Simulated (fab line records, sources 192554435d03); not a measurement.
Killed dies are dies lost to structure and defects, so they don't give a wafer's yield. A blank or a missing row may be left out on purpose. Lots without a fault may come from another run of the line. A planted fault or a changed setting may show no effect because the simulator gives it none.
A struck lot beside a sound one | flow n5_finfet | 16 steps out of a route of 1938
Sound: wafers L211.1, L211.3, L211.4. Struck: wafer L220.4. (L220.3 of the same lot was not struck and is left out.) The cause comes at the end.
At each step with rows: each side's tool, then ch and its chambers, then its first start. Under that, the readings that differ: sound wafers | struck wafers | difference of the means | sigmas: that difference in standard deviations of wafers without a fault.
alike: readings whose means differ by less than 2 such deviations, and words and numbers that are the same on both sides. not compared: withheld readings, readings that some wafer has no value for, bounds like >300 that may hide the same value, and numbers for which the record gives no deviation and whose values overlap.
The two part at a step that has a row with sigmas, a row that says differs or no value, or rows on one side only. Numbers that don't overlap but have no deviation are shown without sigmas and don't part them. A reading that every wafer of one side lacks parts them only if that side has two wafers or more.

first, 3 steps without rows for these wafers: N5_FIN_SAQP_PRECLEAN_00 (cleans in SC1, time 60 s); N5_FIN_SAQP_PRECLEAN_44 (cleans in SC2, time 45 s); N5_FIN_SAQP_SRD_01 (time 30 s).
N5_FIN_SAQP_ALD_61: deposits SiO2, target thk 4 nm, pulse time 1 s, purge time 2 s.
  sound on ald_sin-02 ch 1,2,3, day 3 16:29; struck on ald_sin-02 ch 2, day 5 20:46
  alike: heater_power_w, precursor_pulse_height_rel
N5_FIN_SAQP_DENSIFY_62: time 60 s.
  sound on rtp_anneal-01 ch 0, day 3 16:44; struck on rtp_anneal-02 ch 0, day 5 21:01
  reading            | sound          | struck | difference | sigmas
  lamp_power_pct (%) | 9.84 9.75 9.74 | 9.91   | +0.13      | +2
  alike: wafer_temp_C_max
N5_FIN_SAQP_HM_DEP_03: deposits SiNx from SiH4/NH3/N2, target thk 38 nm, time 33.6 s.
  sound on pecvd-03 ch 0,1, day 3 16:58; struck on pecvd-01 ch 0, day 5 21:10
  alike: heater_power_w, showerhead_plenum_p_Torr, throttle_valve_pct
N5_FIN_SAQP_THK_MEAS_05:
  sound on film_metro-01, day 3 17:02; struck on film_metro-02, day 5 21:16
  alike: thk_nm
N5_FIN_SAQP_PECVD_47: deposits a-Si from SiH4/He, target thk 45 nm, time 36.3 s.
  sound on pecvd-03 ch 1,2, day 3 17:05; struck on pecvd-02 ch 2, day 5 21:18
  alike: heater_power_w, showerhead_plenum_p_Torr, throttle_valve_pct
then, 2 steps without rows for these wafers: N5_FIN_SAQP_PECVD_48 (deposits SiNx from SiH4/NH3/N2, target thk 25 nm, time 22.1 s); N5_FIN_SAQP_PECVD_06 (deposits a-Si from SiH4/He, target thk 60 nm, time 48.1 s).
N5_FIN_SAQP_THK_MEAS_07:
  sound on film_metro-01, day 3 17:15; struck on film_metro-02, day 5 21:28
  alike: thk_nm
N5_FIN_SAQP_HM_DEP_72: deposits SiO2 from SiH4/N2O, target thk 12 nm, time 7.2 s.
  sound on pecvd-02 ch 0,1, day 3 17:17; struck on pecvd-01 ch 2, day 5 21:31
  alike: heater_power_w, showerhead_plenum_p_Torr
N5_FIN_SAQP_COAT_49: time 60 s, resist thk 100 nm.
  sound on litho_track-02 ch 0, day 3 17:22; struck on litho_track-02 ch 0, day 5 21:35
  reading                  | sound             | struck | difference | sigmas
  heater_power_total_W (W) | 500.7 499.8 498.0 | 523.9  | +24.4      | +14
  run_length_s (s)         | 66.25 66.44 66.31 | 61.46  | -4.87      | -24
then, 1 step without rows for these wafers: N5_FIN_SAQP_COAT_50 (time 60 s, resist thk 35 nm).
-- the record jumps here: 6 days lie between the struck wafers' starts before and after (it left off in module FIN_SAQP and takes up again in module BEOL_M4, whose first step shown is number 1111 of the route) --
N5_BEOL_M4_RC_MEAS_101:
  sound on prober-02 ch 0, day 9 13:16; struck on prober-02 ch 0, day 11 17:55
  alike: DIBL_N, DIBL_P, IOFF_N, IOFF_P, ION_N, ION_P, SS_N, SS_P, VT_N, VT_P
-- the record jumps here: 4 days lie between the struck wafers' starts before and after (it left off in module BEOL_M4 and takes up again in module PASSIVATION, whose first step shown is number 1936 of the route) --
N5_PASSIVATION_PROBE_49:
  sound on prober-02, day 13 19:59; struck on prober-01, day 15 18:10
  reading            | sound    | struck | difference | sigmas
  killed_at_contacts | 12 14 20 | 30     | +15        | +2
  alike: defect_limited_yield, killed_at_M0_to_M3, killed_at_M4_up, killed_at_front_end, killed_at_other, killed_dies, killed_open, killed_short, sort_bin_5_function, sort_bin_6_memory, sort_bin_8_speed, sort_n_pass, sort_yield_pct

WHERE THEY PART
First at N5_FIN_SAQP_DENSIFY_62; last, within this record, at N5_PASSIVATION_PROBE_49.

WHY: what the simulator had put in
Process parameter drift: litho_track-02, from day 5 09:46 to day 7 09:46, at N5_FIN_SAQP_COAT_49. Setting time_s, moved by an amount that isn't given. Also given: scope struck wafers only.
